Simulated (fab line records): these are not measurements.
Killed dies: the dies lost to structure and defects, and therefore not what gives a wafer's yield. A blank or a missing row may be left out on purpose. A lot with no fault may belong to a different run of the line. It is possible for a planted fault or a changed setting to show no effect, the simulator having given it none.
Which tool is to blame?	flow n5 finfet	24 lots with 72 wafers sampled at 6 steps, on a route of 1938 steps

## WHAT THE GAUGES READ, wafer by wafer
Not one reading of a measure or inspect step in the record can be checked against a usual standard deviation.

## WHICH TOOL RAN EACH LOT (tool, then ch and the chambers of the sampled wafers, then the start)
lot	N5_HKMG_FIN_STRIP_88	N5_HKMG_FIN_NWFM_ALD_20	N5_HKMG_FIN_ETCHBACK_68	N5_GATE_CUT_STRIP_59	N5_GATE_CUT_HM_OPEN_40	N5_GATE_CUT_CMP_43
L074	plasma asher-02 ch 0,1, day 4 06:23	ald metal-02 ch 0,1,3, day 4 06:46	rie metal-01 ch 0,1, day 4 07:26	rie diel-03 ch 0,1,3, day 4 09:38	rie diel-01 ch 1,2,3, day 4 13:13	cmp-02 ch 0,1,2, day 4 15:43
L075	plasma asher-01 ch 0,1, day 4 13:11	ald metal-02 ch 1,2,3, day 4 13:34	rie metal-03 ch 0,1, day 4 14:16	rie diel-01 ch 0,1,2, day 4 16:28	rie diel-03 ch 0,1,3, day 4 21:25	cmp-04 ch 1,2,3, day 4 23:59
L076	plasma asher-01 ch 1, day 4 19:52	ald metal-04 ch 1,3, day 4 20:14	rie metal-02 ch 0,1, day 4 20:54	rie diel-01 ch 0,1, day 4 23:11	rie diel-02 ch 1,3, day 5 03:33	cmp-04 ch 0,1, day 5 06:02
L077	plasma asher-01 ch 0,1, day 5 01:29	ald metal-01 ch 0,3, day 5 01:52	rie metal-03 ch 0,1, day 5 02:31	rie diel-03 ch 2,3, day 5 04:43	rie diel-03 ch 1,2, day 5 08:22	cmp-02 ch 1,2, day 5 11:11
L078	plasma asher-02 ch 0,1, day 5 05:13	ald metal-01 ch 0,2, day 5 05:36	rie metal-03 ch 0,1, day 5 06:16	rie diel-02 ch 0,1, day 5 08:31	rie diel-03 ch 0,1,3, day 5 12:49	cmp-04 ch 0,1,3, day 5 15:45
L079	plasma asher-02 ch 0,1, day 5 13:59	ald metal-02 ch 0,1,3, day 5 14:22	rie metal-01 ch 0,1, day 5 15:02	rie diel-01 ch 0,1, day 5 17:14	rie diel-02 ch 0,1,3, day 5 21:06	cmp-04 ch 0,1,3, day 6 00:13
L080	plasma asher-02 ch 0,1, day 5 21:14	ald metal-02 ch 0,3, day 5 21:30	rie metal-01 ch 0,1, day 5 22:12	rie diel-02 ch 1,2, day 6 00:22	rie diel-02 ch 2,3, day 6 03:58	cmp-02 ch 0,3, day 6 06:29
L081	plasma asher-01 ch 0,1, day 5 22:44	ald metal-01 ch 2,3, day 5 23:07	rie metal-03 ch 0,1, day 5 23:46	rie diel-01 ch 1,2, day 6 02:07	rie diel-03 ch 0,1, day 6 05:33	cmp-01 ch 1,2, day 6 08:08
L082	plasma asher-01 ch 0,1, day 6 05:38	ald metal-01 ch 1,3, day 6 05:53	rie metal-01 ch 0,1, day 6 06:36	rie diel-03 ch 0,1,2, day 6 09:02	rie diel-03 ch 0,1, day 6 12:31	cmp-02 ch 1,2,3, day 6 15:10
L083	plasma asher-01 ch 0,1, day 6 12:54	ald metal-01 ch 0,2, day 6 13:17	rie metal-01 ch 0,1, day 6 13:58	rie diel-01 ch 1,2,3, day 6 16:16	rie diel-02 ch 0,2,3, day 6 19:49	cmp-01 ch 1,3, day 6 22:23
L084	plasma asher-01 ch 0,1, day 6 19:24	ald metal-01 ch 0,1,3, day 6 19:47	rie metal-01 ch 0,1, day 6 20:26	rie diel-02 ch 0,1,2, day 6 22:59	rie diel-03 ch 0,1,3, day 7 02:33	cmp-04 ch 0,3, day 7 05:07
L085	plasma asher-01 ch 0,1, day 7 00:28	ald metal-04 ch 0,2,3, day 7 00:51	rie metal-03 ch 0,1, day 7 01:30	rie diel-03 ch 1,2,3, day 7 03:42	rie diel-03 ch 1,2,3, day 7 07:35	cmp-04 ch 1,2,3, day 7 10:30
L086	plasma asher-01 ch 0,1, day 7 10:40	ald metal-02 ch 0,1,2, day 7 11:03	rie metal-02 ch 0,1, day 7 11:50	rie diel-02 ch 0,1,3, day 7 14:05	rie diel-03 ch 1,3, day 7 17:47	cmp-02 ch 1,2,3, day 7 20:27
L087	plasma asher-01 ch 0,1, day 7 12:03	ald metal-04 ch 0,1,3, day 7 12:19	rie metal-02 ch 0,1, day 7 13:01	rie diel-03 ch 0,1,3, day 7 15:12	rie diel-03 ch 0,3, day 7 18:44	cmp-04 ch 2,3, day 7 21:13
L088	plasma asher-01 ch 0,1, day 7 18:41	ald metal-04 ch 0,1, day 7 18:58	rie metal-01 ch 0,1, day 7 19:39	rie diel-03 ch 0,1,3, day 7 21:50	rie diel-01 ch 1,2,3, day 8 02:46	cmp-01 ch 0,1,2, day 8 05:25
L089	plasma asher-01 ch 0,1, day 8 00:45	ald metal-01 ch 1,2,3, day 8 01:08	rie metal-01 ch 0,1, day 8 01:59	rie diel-01 ch 0,1,2, day 8 04:11	rie diel-03 ch 0,1,3, day 8 07:47	cmp-01 ch 1,2,3, day 8 10:17
L090	plasma asher-02 ch 0,1, day 8 06:07	ald metal-02 ch 0,2, day 8 06:29	rie metal-01 ch 0,1, day 8 07:13	rie diel-02 ch 0,1, day 8 09:37	rie diel-01 ch 0,2,3, day 8 13:58	cmp-02 ch 0,1, day 8 17:49
L091	plasma asher-02 ch 0,1, day 8 11:29	ald metal-02 ch 2,3, day 8 11:52	rie metal-02 ch 0,1, day 8 12:34	rie diel-03 ch 1,2,3, day 8 14:47	rie diel-01 ch 0,2, day 8 20:02	cmp-02 ch 0,2,3, day 8 22:46
L092	plasma asher-01 ch 0,1, day 8 17:22	ald metal-04 ch 0,1,3, day 8 17:41	rie metal-01 ch 0,1, day 8 18:21	rie diel-01 ch 0,2,3, day 8 20:32	rie diel-03 ch 1,2, day 9 01:31	cmp-02 ch 0,3, day 9 04:00
L093	plasma asher-02 ch 0,1, day 8 22:42	ald metal-01 ch 0,1,3, day 8 22:58	rie metal-03 ch 0,1, day 8 23:40	rie diel-01 ch 0,3, day 9 02:03	rie diel-01 ch 0,3, day 9 05:50	cmp-01 ch 2,3, day 9 08:44
L094	plasma asher-02 ch 1, day 9 06:09	ald metal-01 ch 0,3, day 9 06:32	rie metal-01 ch 0,1, day 9 07:21	rie diel-01 ch 0,1, day 9 09:34	rie diel-03 ch 1,2, day 9 13:08	cmp-02 ch 0,1, day 9 15:42
L095	plasma asher-02 ch 0,1, day 9 10:23	ald metal-01 ch 0,2,3, day 9 10:47	rie metal-03 ch 0,1, day 9 11:38	rie diel-02 ch 0,1,3, day 9 13:58	rie diel-01 ch 0,1,2, day 9 17:29	cmp-02 ch 0,1,2, day 9 19:58
L096	plasma asher-02 ch 0,1, day 9 20:15	ald metal-04 ch 0,2,3, day 9 20:38	rie metal-02 ch 0,1, day 9 21:17	rie diel-02 ch 2,3, day 9 23:49	rie diel-01 ch 1,2,3, day 10 03:17	cmp-01 ch 1,2,3, day 10 06:05
L097	plasma asher-01 ch 0,1, day 9 21:56	ald metal-04 ch 2,3, day 9 22:13	rie metal-01 ch 0,1, day 9 22:54	rie diel-01 ch 1,2,3, day 10 01:07	rie diel-02 ch 2,3, day 10 04:43	cmp-01 ch 1,3, day 10 07:13
- N5_HKMG_FIN_STRIP_88: strips in N2/H2, time 360 s.
- N5_HKMG_FIN_NWFM_ALD_20: deposits TiAlC, target thk 2 nm, pulse time 3 s, purge time 2 s.
- N5_HKMG_FIN_ETCHBACK_68: etches the open film in Cl2/Ar, stops on HfO2, target depth 0.5 nm.
- N5_GATE_CUT_STRIP_59: strips in N2/H2, time 20 s.
- N5_GATE_CUT_HM_OPEN_40: chemistry C4F6/O2, target SiO2, target depth 139 nm, time 85.1 s.
- N5_GATE_CUT_CMP_43: polishes SiO2.

## AS READ BY THE TOOLS THEMSELVES (means over the sampled wafers that have a number; for cases with no such wafer, the mark the record gives instead)
N5_HKMG_FIN_STRIP_88. Usual: drypump motor current A 5.6 A, standard deviation 0.61; heater power w 472 W, standard deviation 75.
lot	tool	drypump motor current A (A)	heater power w (W)	flag
L074	plasma asher-02	5.4	511	
L075	plasma asher-01	6.0	412	
L076	plasma asher-01	6.5	382	
L077	plasma asher-01	6.0	411	
L078	plasma asher-02	5.4	512	
L079	plasma asher-02	5.3	522	
L080	plasma asher-02	5.2	547	
L081	plasma asher-01	5.6	447	
L082	plasma asher-01	5.6	441	
L083	plasma asher-01	5.6	440	
L084	plasma asher-01	5.6	444	
L085	plasma asher-01	5.6	435	
L086	plasma asher-01	5.6	445	
L087	plasma asher-01	5.6	440	
L088	plasma asher-01	5.6	446	
L089	plasma asher-01	5.6	440	
L090	plasma asher-02	5.3	519	
L091	plasma asher-02	5.2	554	
L092	plasma asher-01	5.6	446	
L093	plasma asher-02	5.2	558	
L094	plasma asher-02	5.1	592	
L095	plasma asher-02	5.2	552	
L096	plasma asher-02	5.2	561	
L097	plasma asher-01	6.0	418	

N5_HKMG_FIN_NWFM_ALD_20. Usual: heater power w 494 W, standard deviation 43; precursor pulse height rel 1.002, standard deviation 0.018.
lot	tool	heater power w (W)	precursor pulse height rel	flag
L074	ald metal-02	506	0.992	
L075	ald metal-02	537	1.006	
L076	ald metal-04	506	1.006	
L077	ald metal-01	496	1.001	
L078	ald metal-01	505	1.005	
L079	ald metal-02	501	1.018	
L080	ald metal-02	481	0.985	
L081	ald metal-01	518	1.001	
L082	ald metal-01	427	0.999	
L083	ald metal-01	497	0.993	
L084	ald metal-01	463	0.999	
L085	ald metal-04	479	1.009	
L086	ald metal-02	501	1.016	
L087	ald metal-04	495	0.998	
L088	ald metal-04	484	0.972	
L089	ald metal-01	465	1.019	
L090	ald metal-02	510	1.017	
L091	ald metal-02	549	0.998	
L092	ald metal-04	485	1.012	
L093	ald metal-01	466	1.000	
L094	ald metal-01	515	1.002	
L095	ald metal-01	506	1.006	
L096	ald metal-04	484	1.013	
L097	ald metal-04	495	0.995	

N5_HKMG_FIN_ETCHBACK_68. Usual: drypump motor current A 5.4 A, standard deviation 0.3; oes product au 0.83 a.u., standard deviation 0.077; throttle valve pct 20.73 %, standard deviation 0.14.
lot	tool	drypump motor current A (A)	oes product au (a.u.)	throttle valve pct (%)	flag
L074	rie metal-01	5.2	0.86	20.81	
L075	rie metal-03	5.7	0.82	20.69	
L076	rie metal-02	5.6	0.71	20.70	
L077	rie metal-03	5.7	0.82	20.68	
L078	rie metal-03	5.4	0.87	20.59	
L079	rie metal-01	5.2	0.84	20.81	
L080	rie metal-01	5.2	0.85	20.82	
L081	rie metal-03	5.4	0.88	20.58	
L082	rie metal-01	5.3	0.84	20.80	
L083	rie metal-01	5.2	0.84	20.82	
L084	rie metal-01	5.3	0.86	20.74	
L085	rie metal-03	5.7	0.80	20.69	
L086	rie metal-02	5.7	0.87	20.70	
L087	rie metal-02	5.6	0.87	20.70	
L088	rie metal-01	5.3	0.83	20.81	
L089	rie metal-01	5.3	0.83	20.81	
L090	rie metal-01	5.3	0.85	20.74	
L091	rie metal-02	5.7	0.84	20.72	
L092	rie metal-01	5.3	0.82	20.82	
L093	rie metal-03	5.7	0.79	20.70	
L094	rie metal-01	5.3	0.81	20.83	
L095	rie metal-03	5.5	0.83	20.61	
L096	rie metal-02	5.6	0.80	20.66	
L097	rie metal-01	5.3	0.82	20.83	

N5_GATE_CUT_STRIP_59. Usual: drypump motor current A 5.6 A, standard deviation 0.51; oes product au 0.79 a.u., standard deviation 0.076; rf vpp V 45.5 V, standard deviation 0.82; showerhead plenum p Torr 3.43 Torr, standard deviation 0.15; throttle valve pct 12.26 %, standard deviation 0.2.
lot	tool	drypump motor current A (A)	oes product au (a.u.)	rf vpp V (V)	showerhead plenum p Torr (Torr)	throttle valve pct (%)	flag
L074	rie diel-03	5.4	0.78	45.5	3.43	12.29	
L075	rie diel-01	5.6	0.76	44.8	3.44	12.40	
L076	rie diel-01	6.1	0.79	45.5	3.55	12.34	
L077	rie diel-03	6.1	0.79	45.3	3.54	12.13	
L078	rie diel-02	5.2	0.75	45.3	3.34	12.31	
L079	rie diel-01	6.0	0.78	45.2	3.55	12.36	
L080	rie diel-02	5.7	0.77	45.5	3.16	12.21	
L081	rie diel-01	5.1	0.96	44.8	3.60	12.06	
L082	rie diel-03	5.7	0.75	45.6	3.42	12.30	
L083	rie diel-01	5.3	0.88	46.0	3.52	12.22	
L084	rie diel-02	5.4	0.75	44.9	3.24	12.28	
L085	rie diel-03	5.9	0.75	45.2	3.48	12.24	
L086	rie diel-02	5.3	0.77	46.1	3.38	12.16	
L087	rie diel-03	5.5	0.76	45.1	3.42	12.35	
L088	rie diel-03	5.5	0.76	46.2	3.42	12.38	
L089	rie diel-01	5.6	0.83	45.3	3.56	12.26	
L090	rie diel-02	5.0	0.71	45.2	3.27	12.19	
L091	rie diel-03	5.8	0.75	45.1	3.47	12.27	
L092	rie diel-01	5.4	0.80	45.9	3.49	12.29	
L093	rie diel-01	5.5	0.74	45.5	3.41	12.43	
L094	rie diel-01	6.1	0.75	46.0	3.53	12.42	
L095	rie diel-02	5.3	0.76	44.4	3.37	12.20	
L096	rie diel-02	5.9	0.80	45.3	3.26	12.26	
L097	rie diel-01	5.3	0.84	46.4	3.51	12.27	

N5_GATE_CUT_HM_OPEN_40. Usual: drypump motor current A 5.6 A, standard deviation 0.5; etch rf on time s 93.7 s, standard deviation 1.9; oes product au 0.70 a.u., standard deviation 0.057; rf vpp V 661 V, standard deviation 15; showerhead plenum p Torr 2.90 Torr, standard deviation 0.1; throttle valve pct 21.07 %, standard deviation 0.19.
lot	tool	drypump motor current A (A)	etch rf on time s (s)	oes product au (a.u.)	rf vpp V (V)	showerhead plenum p Torr (Torr)	throttle valve pct (%)	flag
L074	rie diel-01	5.3	93.0	0.72	657	2.85	21.14	
L075	rie diel-03	5.4	96.1	0.69	657	2.90	21.13	
L076	rie diel-02	5.4	96.5	0.76	666	2.94	20.86	
L077	rie diel-03	6.0	91.3	0.69	671	2.94	20.89	
L078	rie diel-03	5.4	93.4	0.69	657	2.90	21.13	
L079	rie diel-02	5.3	95.2	0.71	665	2.88	20.96	
L080	rie diel-02	5.8	93.5	0.78	664	2.90	21.07	
L081	rie diel-03	5.3	96.1	0.67	644	2.85	21.22	
L082	rie diel-03	5.3	94.3	0.67	645	2.85	21.22	
L083	rie diel-02	5.7	93.7	0.72	664	2.85	21.17	
L084	rie diel-03	5.4	92.9	0.68	657	2.89	21.16	
L085	rie diel-03	5.8	94.3	0.69	670	2.93	20.99	
L086	rie diel-03	5.4	92.7	0.68	656	2.90	21.16	
L087	rie diel-03	5.6	97.2	0.68	670	2.93	21.06	
L088	rie diel-01	5.3	92.3	0.77	661	2.96	21.05	
L089	rie diel-03	5.5	94.6	0.68	657	2.89	21.16	
L090	rie diel-01	5.4	92.8	0.72	657	2.94	21.03	
L091	rie diel-01	5.7	94.1	0.70	661	2.96	20.96	
L092	rie diel-03	5.6	92.4	0.67	658	2.88	21.10	
L093	rie diel-01	5.5	92.3	0.67	658	2.88	21.19	
L094	rie diel-03	5.6	91.6	0.66	656	2.88	21.10	
L095	rie diel-01	5.6	93.8	0.74	662	2.98	20.97	
L096	rie diel-01	5.3	93.2	0.76	660	2.95	21.06	
L097	rie diel-02	5.9	92.3	0.72	661	2.77	21.20	

N5_GATE_CUT_CMP_43. Usual: edge zone pressure frac 1.000, standard deviation 0.0049; motor current A 12.2 A, standard deviation 0.81.
lot	tool	edge zone pressure frac	motor current A (A)	flag
L074	cmp-02	0.996	12.4	
L075	cmp-04	1.007	12.5	
L076	cmp-04	0.997	11.3	
L077	cmp-02	0.999	11.9	
L078	cmp-04	1.004	11.9	
L079	cmp-04	1.006	11.8	
L080	cmp-02	1.005	12.5	
L081	cmp-01	1.005	13.4	
L082	cmp-02	0.997	12.2	
L083	cmp-01	0.997	12.0	
L084	cmp-04	1.000	11.5	
L085	cmp-04	0.994	12.7	
L086	cmp-02	0.999	12.0	
L087	cmp-04	1.003	12.6	
L088	cmp-01	1.000	12.6	
L089	cmp-01	0.995	13.1	
L090	cmp-02	1.000	12.0	
L091	cmp-02	1.002	12.5	
L092	cmp-02	0.993	12.6	
L093	cmp-01	1.001	12.8	
L094	cmp-02	1.004	12.3	
L095	cmp-02	1.002	12.3	
L096	cmp-01	1.002	12.3	
L097	cmp-01	0.999	11.8	

## THE ANSWER, worked out from the rows above alone
Rule: take the mean of a lot's wafers that have a number; if it is more than 3 standard deviations from the usual mean, the lot is off. Also off: a lot with no number at a reading for which 4 or more lots have one. Where the step has rows for the other lots, those lots are counted as sound. First the gauges in route order, then the tools' own readings, where a lot's mean is used as printed above. At the first step where some lot is off, the reading lying furthest off is the one used; lots without a number count as furthest.
None of the lots is off at any reading shown; this tells nothing.

## WHAT THE SIMULATOR HAD INSERTED
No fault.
